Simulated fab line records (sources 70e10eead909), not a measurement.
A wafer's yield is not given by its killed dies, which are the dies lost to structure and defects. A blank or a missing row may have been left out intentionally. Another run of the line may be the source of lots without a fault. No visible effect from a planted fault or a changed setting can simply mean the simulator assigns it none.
Which tool is to blame? ; flow nand harc ; 12 lots, 36 wafers sampled, at 3 steps of a route of 1302

## WHAT EACH GAUGE READ, for each wafer
NHARC_A_CONTACT_OVL_MEAS_70.
lot;measured;on;overlay x nm (nm)
L076;day 22 01:55;overlay-01;-0.1 0.2 -0.3
L078;day 22 22:13;overlay-02;-1.3 -0.8 -0.9
L079;day 23 07:37;overlay-02;1.6 1.3 1.1
L080;day 25 09:19;overlay-02;-0.4 -0.1 0.3
L082;day 25 19:24;overlay-02;1.3 1.6 1.3
L085;day 26 11:07;overlay-02;-0.3 0.1 -0.3
L087;day 27 04:53;overlay-02;0.7 0.8 1.0
L089;day 27 22:13;overlay-02;0.2 0.6 0.6
L090;day 28 17:02;overlay-02;0.2 0.0 0.6
L093;day 29 22:32;overlay-02;-1.4 -1.2 -1.2
L096;day 31 04:58;overlay-01;-0.7 -0.5 -0.7
L095;day 31 09:56;overlay-02;2.5 1.6 1.8

## WHAT TOOL EACH LOT RAN ON (gives the tool, then ch and the chambers of the sampled wafers, and finally the start)
lot;NHARC_A_CONTACT_ETCH_113;NHARC_A_CONTACT_ETCH_114
L076;har cap etch-03 ch 0,1, day 21 16:59;har cap etch-03 ch 0,1, day 21 17:10
L078;har cap etch-03 ch 0,1, day 22 10:25;har cap etch-03 ch 0,1, day 22 10:35
L079;har cap etch-01 ch 1, day 22 22:41;har cap etch-01 ch 1, day 22 22:55
L080;har cap etch-01 ch 0,1, day 24 22:10;har cap etch-01 ch 0,1, day 24 22:20
L082;har cap etch-01 ch 0,1, day 25 09:26;har cap etch-01 ch 0,1, day 25 09:36
L085;har cap etch-03 ch 0,1, day 26 02:04;har cap etch-03 ch 0,1, day 26 02:14
L087;har cap etch-03 ch 0,1, day 26 20:59;har cap etch-03 ch 0,1, day 26 21:10
L089;har cap etch-01 ch 0,1, day 27 12:10;har cap etch-01 ch 0,1, day 27 12:20
L090;har cap etch-01 ch 0,1, day 28 09:06;har cap etch-01 ch 0,1, day 28 09:16
L093;har cap etch-03 ch 0,1, day 29 14:44;har cap etch-03 ch 0,1, day 29 14:54
L096;har cap etch-02 ch 0,1, day 30 18:49;har cap etch-02 ch 0,1, day 30 18:59
L095;har cap etch-01 ch 0,1, day 31 00:48;har cap etch-01 ch 0,1, day 31 00:58
- NHARC_A_CONTACT_ETCH_113: etches the open film in C4F8/O2/Ar, time 190 s, target depth 1850 nm.
- NHARC_A_CONTACT_ETCH_114: etches the open film in C4F8/O2/Ar, time 190 s, target depth 1850 nm.

## THE ANSWER, worked out from the rows above alone
Rule: what is usual is taken from the lots themselves. Put in order of their means at a reading, lots are off if they are a third of the lots or fewer, leave a main group of 4 or more, and stand apart from it by a gap of 3 or more times the standard deviation of the main group's means; of several such gaps the widest counts. A main group is skipped when, at the precision printed for the reading in the tables above, its means are all equal. A lot without any number at a reading at which 4 lots or more have one is off too. Any other lot the step has rows for is counted as sound.
Across all readings shown, no lot is off: no conclusion can be drawn from this.

## WHAT THE SIMULATOR HAD INSERTED
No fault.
